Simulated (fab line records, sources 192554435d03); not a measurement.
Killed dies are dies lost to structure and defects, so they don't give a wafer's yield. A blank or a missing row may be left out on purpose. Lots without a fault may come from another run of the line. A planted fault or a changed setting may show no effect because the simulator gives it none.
Chamber matching | flow n5_finfet | N5_BEOL_M7_VIA_ETCH_34 on rie_diel-05: 4 sister chambers
The step etches SiCOH lowk in C4F6/O2, target depth 125.5 nm, time 50.5 s. 16 wafers are shown with their chamber, then 8 later ones without.

WAFERS WITH THEIR CHAMBER
wafer  | chamber | throttle_valve_pct (%) | showerhead_plenum_p_Torr (Torr) | rf_vpp_V (V)
L074.2 | 0       | 21.31                  | 2.94                            | 670
L074.3 | 2       | 20.82                  | 2.89                            | 660
L074.6 | 0       | 21.35                  | 2.94                            | 669
L076.1 | 3       | 20.56                  | 2.75                            | 661
L076.3 | 2       | 20.82                  | 2.89                            | 660
L076.4 | 0       | 21.33                  | 2.93                            | 668
L078.1 | 0       | 21.33                  | 2.93                            | 668
L078.2 | 3       | 20.56                  | 2.75                            | 661
L078.5 | 3       | 20.57                  | 2.75                            | 661
L083.3 | 0       | 21.36                  | 2.93                            | 669
L083.5 | 1       | 21.01                  | 2.71                            | 671
L083.6 | 3       | 20.57                  | 2.74                            | 660
L084.2 | 3       | 20.59                  | 2.74                            | 659
L084.5 | 0       | 21.36                  | 2.93                            | 669
L084.6 | 1       | 21.02                  | 2.71                            | 672
L093.2 | 2       | 20.86                  | 2.87                            | 660

SIGNATURES (means of the wafers above)
reading                  | chamber 0 | chamber 1 | chamber 2 | chamber 3 | scatter within a chamber
throttle_valve_pct       | 21.3400   | 21.0150   | 20.8333   | 20.5700   | 0.0176
showerhead_plenum_p_Torr | 2.9333    | 2.7100    | 2.8833    | 2.7460    | 0.00658
rf_vpp_V                 | 668.83    | 671.50    | 660.00    | 660.40    | 0.738
Rule: a wafer's distance from a chamber is the root of the sum, over the readings, of the square of ((its reading less the chamber's mean) divided by the reading's scatter). The wafer belongs to the nearest chamber; if the next one is less than 2 further off, it can't be placed. The scatter: the root of (the sum of the squares of (reading less its chamber's mean) over the shown wafers, divided by (wafers less chambers)).

WAFERS WITHOUT THEIR CHAMBER
wafer  | throttle_valve_pct (%) | showerhead_plenum_p_Torr (Torr) | rf_vpp_V (V)
L093.3 | 20.60                  | 2.73                            | 660
L093.4 | 21.36                  | 2.92                            | 668
L094.1 | 21.06                  | 2.70                            | 669
L094.4 | 21.38                  | 2.92                            | 669
L094.5 | 20.61                  | 2.73                            | 658
L096.1 | 20.86                  | 2.87                            | 661
L096.5 | 20.61                  | 2.73                            | 659
L096.6 | 20.87                  | 2.87                            | 661

WHICH CHAMBER EACH WENT THROUGH
wafer  | from the rows above | in truth
L093.3 | 3                   | 3
L093.4 | 0                   | 0
L094.1 | 1                   | 1
L094.4 | 0                   | 0
L094.5 | 3                   | 3
L096.1 | 2                   | 2
L096.5 | 3                   | 3
L096.6 | 2                   | 2
Placed correctly: 8 of 8. Can't be placed from these rows: 0. Placed wrongly: 0.
